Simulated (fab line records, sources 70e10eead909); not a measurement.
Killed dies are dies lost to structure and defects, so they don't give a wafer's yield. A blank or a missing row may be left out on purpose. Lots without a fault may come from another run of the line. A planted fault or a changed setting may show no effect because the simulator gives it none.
Chamber matching | flow nand_harc | NHARC_P_M1_DESCUM_14 on rie_diel-08: 4 sister chambers
The step chemistry O2, time 3 s. 4 wafers are shown with their chamber, then 7 later ones without.

WAFERS WITH THEIR CHAMBER
wafer  | chamber | showerhead_plenum_p_Torr (Torr)
L086.4 | 1       | 1.99
L091.6 | 3       | 1.96
L092.2 | 0       | 2.05
L092.5 | 2       | 1.97

WAFERS WITHOUT THEIR CHAMBER
wafer  | showerhead_plenum_p_Torr (Torr)
L092.6 | 1.99
L093.1 | 1.97
L093.3 | 1.99
L093.5 | 1.96
L096.4 | 1.96
L096.5 | 2.04
L096.6 | 1.99

WHICH CHAMBER EACH WENT THROUGH
wafer  | from the rows above | in truth
L092.6 | 1                   | 1
L093.1 | 2                   | 2
L093.3 | 1                   | 1
L093.5 | 3                   | 3
L096.4 | 3                   | 3
L096.5 | 0                   | 0
L096.6 | 1                   | 1
Placed correctly: 7 of 7. Can't be placed from these rows: 0. Placed wrongly: 0.
How it was worked out, from the rows above alone: a wafer's distance from a chamber is the root of the sum, over the readings, of the square of ((its reading less the chamber's mean) divided by the reading's scatter). The wafer belongs to the nearest chamber; if the next one is less than 2 further off, it can't be placed. A chamber's mean is the mean of its shown wafers. The scatter: with one shown wafer a chamber, the root of the mean of the squares of how far each hidden wafer lies from its nearest shown one.
